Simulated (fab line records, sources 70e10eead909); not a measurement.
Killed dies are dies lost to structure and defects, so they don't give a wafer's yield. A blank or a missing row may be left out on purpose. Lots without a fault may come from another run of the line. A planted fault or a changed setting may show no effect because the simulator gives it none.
Which tool did it? | flow nand_harc | 14 lots, 42 wafers sampled, at 4 steps of a route of 1159

WHAT THE GAUGES READ, wafer by wafer
The record holds no reading of a measuring or inspecting step that can be judged against a usual standard deviation.

WHICH TOOL RAN EACH LOT (tool, then ch and the chambers of the sampled wafers, then the start)
lot  | NHARC_P_M2_DEP_33               | NHARC_P_BONDPAD_STRIP_15           | NHARC_P_BONDPAD_PRE_CLEAN_26            | NHARC_P_BONDPAD_PVD_17
L501 | pecvd-01 ch 0,1,2, day 6 02:25  | rie_diel-02 ch 0,3, day 6 04:49    | pvd_sputter-01, day 6 05:31 or earlier  | pvd_sputter-01, day 6 05:31
L504 | pecvd-01 ch 1,2, day 6 17:46    | rie_diel-02 ch 0,3, day 6 20:02    | pvd_sputter-01, day 6 20:42 or earlier  | pvd_sputter-01, day 6 20:42
L505 | pecvd-02 ch 0,1,2, day 7 03:46  | rie_diel-02 ch 0,1,3, day 7 06:03  | pvd_sputter-01, day 7 06:43 or earlier  | pvd_sputter-01, day 7 06:43
L506 | pecvd-02 ch 0,2, day 7 04:17    | rie_diel-02 ch 0,1,2, day 7 06:40  | pvd_sputter-03, day 7 07:20 or earlier  | pvd_sputter-03, day 7 07:20
L507 | pecvd-01 ch 0,1, day 7 21:33    | rie_diel-02 ch 0,1,3, day 7 23:43  | pvd_sputter-03, day 8 00:20 or earlier  | pvd_sputter-03, day 8 00:20
L508 | pecvd-03 ch 0,1, day 7 22:55    | rie_diel-02 ch 0,1,3, day 8 01:09  | pvd_sputter-03, day 8 01:49 or earlier  | pvd_sputter-03, day 8 01:49
L509 | pecvd-02 ch 0,1,2, day 8 06:41  | rie_diel-02 ch 0,1,2, day 8 08:46  | pvd_sputter-02, day 8 09:23 or earlier  | pvd_sputter-02, day 8 09:23
L510 | pecvd-01 ch 1,2, day 9 00:40    | rie_diel-02 ch 0,2, day 9 02:50    | pvd_sputter-03, day 9 03:32 or earlier  | pvd_sputter-03, day 9 03:32
L512 | pecvd-01 ch 1,2, day 9 09:02    | rie_diel-02 ch 2,3, day 9 11:25    | pvd_sputter-03, day 9 12:08 or earlier  | pvd_sputter-03, day 9 12:08
L511 | pecvd-01 ch 0,1,2, day 9 14:01  | rie_diel-13 ch 0,2,3, day 9 16:18  | pvd_sputter-03, day 9 16:59 or earlier  | pvd_sputter-03, day 9 16:59
L515 | pecvd-02 ch 0,1, day 9 14:40    | rie_diel-02 ch 0,2, day 9 17:03    | pvd_sputter-03, day 9 17:50 or earlier  | pvd_sputter-03, day 9 17:50
L513 | pecvd-03 ch 0,2, day 9 16:16    | rie_diel-02 ch 0,3, day 9 18:34    | pvd_sputter-01, day 9 19:17 or earlier  | pvd_sputter-01, day 9 19:17
L524 | pecvd-03 ch 1,2, day 11 18:46   | rie_diel-02 ch 1,2, day 11 20:53   | pvd_sputter-02, day 11 21:34 or earlier | pvd_sputter-02, day 11 21:34
L523 | pecvd-01 ch 0,1,2, day 11 19:20 | rie_diel-13 ch 0,2,3, day 11 21:36 | pvd_sputter-03, day 11 22:16 or earlier | pvd_sputter-03, day 11 22:16
- NHARC_P_M2_DEP_33: deposits SiCN, target thk 30 nm.
- NHARC_P_BONDPAD_STRIP_15: strips in O2.
- NHARC_P_BONDPAD_PRE_CLEAN_26: time 30 s.
- NHARC_P_BONDPAD_PVD_17: deposits TaN, target thk 5 nm, time 8.06 s.

WHAT THE TOOLS THEMSELVES READ (means of the sampled wafers that have a number; where no wafer has one, the mark that the record gives instead)
NHARC_P_M2_DEP_33. Usual: heater_power_w 574 W, standard deviation 73; showerhead_vpp_V 1308 V, standard deviation 43.
lot  | tool     | heater_power_w (W) | showerhead_vpp_V (V) | flag
L501 | pecvd-01 | 621                | 1282                 |
L504 | pecvd-01 | 564                | 1300                 |
L505 | pecvd-02 | 485                | 1293                 |
L506 | pecvd-02 | 526                | 1276                 |
L507 | pecvd-01 | 559                | 1254                 |
L508 | pecvd-03 | 541                | 1380                 |
L509 | pecvd-02 | 496                | 1295                 |
L510 | pecvd-01 | 609                | 1282                 |
L512 | pecvd-01 | 554                | 1275                 |
L511 | pecvd-01 | 632                | 1284                 |
L515 | pecvd-02 | 446                | 1305                 |
L513 | pecvd-03 | 602                | 1324                 |
L524 | pecvd-03 | 598                | 1352                 |
L523 | pecvd-01 | 624                | 1289                 |

NHARC_P_BONDPAD_STRIP_15. Usual: drypump_motor_current_A 5.9 A, standard deviation 0.42; oes_product_au 0.995 a.u., standard deviation 0.014; rf_vpp_V 57.7 V, standard deviation 0.8; showerhead_plenum_p_Torr 3.54 Torr, standard deviation 0.17; throttle_valve_pct 17.037 %, standard deviation 0.0094.
lot  | tool        | drypump_motor_current_A (A) | oes_product_au (a.u.) | rf_vpp_V (V) | showerhead_plenum_p_Torr (Torr) | throttle_valve_pct (%) | flag
L501 | rie_diel-02 | 5.8                         | 1.012                 | 58.1         | 3.68                            | 17.042                 |
L504 | rie_diel-02 | 5.5                         | 0.995                 | 58.4         | 3.67                            | 17.037                 |
L505 | rie_diel-02 | 5.9                         | 1.001                 | 57.9         | 3.55                            | 17.030                 |
L506 | rie_diel-02 | 5.9                         | 0.991                 | 57.2         | 3.44                            | 17.037                 |
L507 | rie_diel-02 | 5.9                         | 0.985                 | 58.2         | 3.55                            | 17.032                 |
L508 | rie_diel-02 | 6.0                         | 0.988                 | 58.3         | 3.55                            | 17.035                 |
L509 | rie_diel-02 | 5.9                         | 0.985                 | 56.8         | 3.44                            | 17.041                 |
L510 | rie_diel-02 | 5.7                         | 0.982                 | 57.5         | 3.45                            | 17.039                 |
L512 | rie_diel-02 | 6.0                         | 1.000                 | 57.6         | 3.58                            | 17.034                 |
L511 | rie_diel-13 | 5.7                         | 1.004                 | 58.1         | 3.74                            | 17.037                 |
L515 | rie_diel-02 | 5.5                         | 0.996                 | 58.2         | 3.55                            | 17.045                 |
L513 | rie_diel-02 | 5.5                         | 0.991                 | 58.2         | 3.66                            | 17.035                 |
L524 | rie_diel-02 | 6.3                         | 0.991                 | 57.0         | 3.32                            | 17.036                 |
L523 | rie_diel-13 | 5.7                         | 1.004                 | 57.2         | 3.73                            | 17.046                 |

NHARC_P_BONDPAD_PRE_CLEAN_26. Usual: heater_power_w 401 W, standard deviation 27.
lot  | tool           | heater_power_w (W) | flag
L501 | pvd_sputter-01 | 399                |
L504 | pvd_sputter-01 | 410                |
L505 | pvd_sputter-01 | 396                |
L506 | pvd_sputter-03 | 396                |
L507 | pvd_sputter-03 | 402                |
L508 | pvd_sputter-03 | 396                |
L509 | pvd_sputter-02 | 382                |
L510 | pvd_sputter-03 | 406                |
L512 | pvd_sputter-03 | 401                |
L511 | pvd_sputter-03 | 381                |
L515 | pvd_sputter-03 | 412                |
L513 | pvd_sputter-01 | 419                |
L524 | pvd_sputter-02 | 400                |
L523 | pvd_sputter-03 | 401                |

NHARC_P_BONDPAD_PVD_17. Usual: bias_v 168.5 V, standard deviation 1.6; cathode_dc_power_W 15000 W, standard deviation 2.8; throttle_valve_pct 29.9 %, standard deviation 1.1.
lot  | tool           | bias_v (V) | cathode_dc_power_W (W) | throttle_valve_pct (%) | flag
L501 | pvd_sputter-01 | 169.8      | 14999                  | 29.7                   |
L504 | pvd_sputter-01 | 168.9      | 15001                  | 29.4                   |
L505 | pvd_sputter-01 | 168.5      | 14999                  | 30.1                   |
L506 | pvd_sputter-03 | 169.1      | 15000                  | 29.4                   |
L507 | pvd_sputter-03 | 167.7      | 15001                  | 30.7                   |
L508 | pvd_sputter-03 | 169.0      | 15002                  | 30.0                   |
L509 | pvd_sputter-02 | 168.9      | 14998                  | 30.3                   |
L510 | pvd_sputter-03 | 169.0      | 14998                  | 30.6                   |
L512 | pvd_sputter-03 | 170.1      | 15000                  | 30.0                   |
L511 | pvd_sputter-03 | 168.9      | 15003                  | 30.3                   |
L515 | pvd_sputter-03 | -          | -                      | -                      | OFF
L513 | pvd_sputter-01 | -          | -                      | -                      | OFF
L524 | pvd_sputter-02 | 167.9      | 14999                  | 32.0                   |
L523 | pvd_sputter-03 | 168.7      | 15002                  | 30.3                   |

THE ANSWER, worked out from the rows above alone
Rule: a lot is off if the mean of its wafers that have a number lies more than 3 standard deviations from the usual mean. A lot without any number at a reading at which 4 lots or more have one is off too. The other lots that the step has rows for count as sound. The gauges are gone through in route order, then the tools' own readings, and for those a lot's mean is taken as printed above. The first step at which some lot is off is used, and at that step the reading that is off furthest; a lot without a number counts as furthest.
Off: L515, L513, at NHARC_P_BONDPAD_PVD_17 (bias_v). Without a number there: L515, L513.
A tool fits if, at that step or a process step before it, it ran every lot that is off, and no sound lot after the first of them. NHARC_P_BONDPAD_PRE_CLEAN_26 gives no start for some lots, so the hours and the order of its lots are those of NHARC_P_BONDPAD_PVD_17. None of those tried fits.

WHAT THE SIMULATOR HAD PUT IN
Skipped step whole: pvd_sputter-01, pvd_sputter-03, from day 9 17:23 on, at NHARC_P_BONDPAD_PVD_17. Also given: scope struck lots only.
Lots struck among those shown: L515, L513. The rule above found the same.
